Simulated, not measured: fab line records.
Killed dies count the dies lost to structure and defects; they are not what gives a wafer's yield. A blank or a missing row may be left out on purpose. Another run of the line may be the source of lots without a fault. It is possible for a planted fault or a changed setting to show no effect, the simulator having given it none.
Which tool was responsible? -- flow nandHarc -- 12 lots with 36 wafers sampled at 5 steps, on a route of 1302 steps

## WHAT EACH GAUGE READ, for each wafer
NHARC_END_SORT_01.
lot,measured,on,defectLimitedYield (%),killedAtArray,killedAtOther,killedAtPeriphery,killedDies,killedOpen,killedShort
L434,day 25 06:41,prober-02,89.5 89.4 89.4,63 70 71,5 2 0,3 0 1,71 72 72,3 3 2,6 1 4
L441,day 28 07:02,prober-01,0 0 0,672 668 670,1 1 0,4 8 7,677 677 677,2 2 2,2 2 2
L443,day 28 12:28,prober-02,0 0 0,674 675 673,0 0 0,3 2 4,677 677 677,2 2 3,3 2 2
L445,day 31 03:28,prober-01,94.1 95.0 93.6,34 31 38,4 1 2,2 2 3,40 34 43,6 2 3,2 2 3
L447,day 31 04:17,prober-02,89.7 88.6 91.4,68 75 55,1 2 1,1 0 2,70 77 58,0 3 3,1 0 4
L450,day 31 14:07,prober-02,90.3 90.8 85.8,63 60 91,0 1 0,3 1 5,66 62 96,1 3 3,1 1 4
L448,day 31 13:25,prober-01,89.4 90.0 89.8,72 62 65,0 1 0,0 5 4,72 68 69,2 6 3,1 3 1
L449,day 32 05:58,prober-02,92.8 91.9 92.0,39 51 49,0 0 0,10 4 5,49 55 54,4 2 3,1 2 1
L451,day 32 19:12,prober-01,89.2 89.7 91.4,68 67 55,2 0 2,3 3 1,73 70 58,4 2 3,3 3 0
L452,day 33 04:34,prober-02,90.7 90.5 90.3,57 63 61,1 0 0,5 1 5,63 64 66,3 3 3,5 1 4
L454,day 33 20:29,prober-01,92.8 91.1 92.3,44 55 49,4 3 1,1 2 2,49 60 52,2 3 2,5 3 4
L453,day 35 07:50,prober-01,91.7 91.9 91.4,52 53 56,1 0 0,3 2 2,56 55 58,3 2 1,3 1 5

## EACH LOT AND THE TOOL THAT RAN IT (in order: tool; ch and the chambers of the sampled wafers; start)
lot,NHARC_A_M0_DEP_32,NHARC_A_M1_ETCH_35,NHARC_A_M1_ETCH_15,NHARC_A_M1_PRE_CLEAN_30
L434,"pecvd-04 ch 0,1,2, day 23 17:07","rieDiel-03 ch 1,2, day 23 18:33","rieDiel-03 ch 0,2,3, day 23 18:40","pvdSputter-03, day 25 06:41 or earlier"
L441,"pecvd-02 ch 0,1, day 26 14:32","rieDiel-10 ch 0,1,3, day 26 16:01","rieDiel-10 ch 0,1,3, day 26 16:07","pvdSputter-03, day 28 07:02 or earlier"
L443,"pecvd-02 ch 1,2, day 26 17:27","rieDiel-08 ch 1,3, day 26 18:47","rieDiel-08 ch 1,3, day 26 18:52","pvdSputter-02, day 28 12:28 or earlier"
L445,"pecvd-02 ch 0,1,2, day 29 12:06","rieDiel-03 ch 0,1,3, day 29 13:36","rieDiel-03 ch 1,2,3, day 29 13:42","pvdSputter-01, day 31 03:28 or earlier"
L447,"pecvd-03 ch 0,1,2, day 29 18:25","rieDiel-10 ch 0,3, day 29 19:50","rieDiel-10 ch 1,2, day 29 19:55","pvdSputter-03, day 31 04:17 or earlier"
L450,"pecvd-02 ch 0,2, day 30 00:10","rieDiel-10 ch 1,3, day 30 01:42","rieDiel-10 ch 1,3, day 30 01:48","pvdSputter-03, day 31 14:07 or earlier"
L448,"pecvd-02 ch 0,1,2, day 30 01:11","rieDiel-10 ch 0,2, day 30 02:42","rieDiel-10 ch 0,1,2, day 30 02:47","pvdSputter-01, day 31 13:25 or earlier"
L449,"pecvd-04 ch 0,1,2, day 30 18:23","rieDiel-03 ch 1,2, day 30 19:42","rieDiel-03 ch 0,1,3, day 30 19:47","pvdSputter-02, day 32 05:58 or earlier"
L451,"pecvd-02 ch 0,2, day 31 00:22","rieDiel-08 ch 2,3, day 31 01:42","rieDiel-08 ch 2,3, day 31 01:47","pvdSputter-01, day 32 19:12 or earlier"
L452,"pecvd-04 ch 0,1,2, day 31 09:03","rieDiel-10 ch 0,3, day 31 10:26","rieDiel-10 ch 1,3, day 31 10:31","pvdSputter-01, day 33 04:34 or earlier"
L454,"pecvd-03 ch 0,2, day 32 06:47","rieDiel-03 ch 0,1,3, day 32 08:15","rieDiel-03 ch 1,2, day 32 08:20","pvdSputter-03, day 33 20:29 or earlier"
L453,"pecvd-03 ch 0,2, day 33 17:59","rieDiel-03 ch 0,2,3, day 33 19:23","rieDiel-03 ch 0,2,3, day 33 19:29","pvdSputter-01, day 35 07:50 or earlier"
- NHARC_A_M0_DEP_32: deposits SiCN, target thk 30 nm.
- NHARC_A_M1_ETCH_35: etches the open film in N2/H2, target depth 40 nm, overetch 12 nm, time 43.94 s.
- NHARC_A_M1_ETCH_15: etches the open film in C4F8/Ar, target depth 182.5 nm, time 91.2 s.
- NHARC_A_M1_PRE_CLEAN_30: time 30 s.

## WHAT THE TOOLS THEMSELVES READ (means of the sampled wafers that have a number; where no wafer has one, the mark that the record gives instead)
NHARC_A_M0_DEP_32.
lot,tool,heaterPowerW (W)
L434,pecvd-04,565
L441,pecvd-02,678
L443,pecvd-02,524
L445,pecvd-02,597
L447,pecvd-03,563
L450,pecvd-02,608
L448,pecvd-02,624
L449,pecvd-04,614
L451,pecvd-02,582
L452,pecvd-04,580
L454,pecvd-03,619
L453,pecvd-03,646

NHARC_A_M1_ETCH_35.
lot,tool,biasW (W),chamberPressureMTorr (mTorr),drypumpMotorCurrentA (A),oesProductAu (a.u.),rfVppV (V),showerheadPlenumPTorr (Torr),throttleValvePct (%)
L434,rieDiel-03,149.7,30.002,5.69,0.995,432.5,2.09,14.173
L441,rieDiel-10,150.3,30.031,5.80,0.999,430.3,2.02,14.171
L443,rieDiel-08,150.1,30.004,5.94,1.010,429.9,2.05,14.169
L445,rieDiel-03,149.9,29.986,5.74,1.005,430.7,2.05,14.176
L447,rieDiel-10,150.0,29.979,5.95,1.014,428.1,1.96,14.177
L450,rieDiel-10,149.5,29.999,5.63,0.995,431.1,2.07,14.168
L448,rieDiel-10,150.1,30.008,5.82,1.004,431.3,2.09,14.164
L449,rieDiel-03,150.1,29.996,5.64,1.001,432.6,2.13,14.173
L451,rieDiel-08,150.1,30.007,6.11,1.007,428.7,1.98,14.165
L452,rieDiel-10,150.1,30.006,5.69,0.994,429.9,2.00,14.167
L454,rieDiel-03,150.0,29.995,5.74,1.006,430.7,2.05,14.173
L453,rieDiel-03,150.2,29.988,5.67,1.002,431.3,2.10,14.167

NHARC_A_M1_ETCH_15.
lot,tool,biasW (W),chamberPressureMTorr (mTorr),oesProductAu (a.u.),rfVppV (V)
L434,rieDiel-03,300.3,25.007,0.970,442.0
L441,rieDiel-10,-,-,-,-
L443,rieDiel-08,-,-,-,-
L445,rieDiel-03,300.4,24.981,0.972,440.7
L447,rieDiel-10,300.4,25.000,0.928,443.5
L450,rieDiel-10,299.6,24.999,0.931,441.5
L448,rieDiel-10,299.6,24.999,0.973,441.4
L449,rieDiel-03,299.7,24.993,0.977,440.5
L451,rieDiel-08,299.5,25.001,0.988,438.5
L452,rieDiel-10,300.5,25.001,0.928,442.2
L454,rieDiel-03,299.8,24.986,0.964,443.7
L453,rieDiel-03,299.8,24.997,0.972,442.5

NHARC_A_M1_PRE_CLEAN_30.
lot,tool,heaterPowerW (W)
L434,pvdSputter-03,425
L441,pvdSputter-03,418
L443,pvdSputter-02,421
L445,pvdSputter-01,419
L447,pvdSputter-03,429
L450,pvdSputter-03,415
L448,pvdSputter-01,410
L449,pvdSputter-02,420
L451,pvdSputter-01,424
L452,pvdSputter-01,383
L454,pvdSputter-03,400
L453,pvdSputter-01,400

## THE ANSWER, worked out from the rows above alone
Rule: the usual values come from the lots themselves. Put in order of their means at a reading, lots are off if they are a third of the lots or fewer, leave a main group of 4 or more, and stand apart from it by a gap of 3 or more times the standard deviation of the main group's means; of several such gaps the widest counts. A main group is skipped when, at the precision printed for the reading in the tables above, its means are all equal. Also off: a lot with no number at a reading for which 4 or more lots have one. Any other lot the step has rows for is counted as sound. First the gauges in route order, then the tools' own readings, where a lot's mean is used as printed above. The first step at which some lot is off is used, and at that step the reading that is off furthest; a lot without a number counts as furthest.
Off: L441, L443, at NHARC_END_SORT_01 (defectLimitedYield). The main group has a mean of 90.9 % with a standard deviation of 1.5.
If a tool, at a process step before that reading, ran all the lots that are off and no sound lot after the first of them, it fits. The gauges at NHARC_END_SORT_01 aren't tried: what is off there is off at NHARC_A_M1_ETCH_15 too, on other tools, and a gauge's error can't cause that. NHARC_A_M1_PRE_CLEAN_30: start missing for some lots; hours and lot order therefore follow NHARC_END_SORT_01. Not one of the candidates tried fits.

## WHAT THE SIMULATOR HAD INSERTED
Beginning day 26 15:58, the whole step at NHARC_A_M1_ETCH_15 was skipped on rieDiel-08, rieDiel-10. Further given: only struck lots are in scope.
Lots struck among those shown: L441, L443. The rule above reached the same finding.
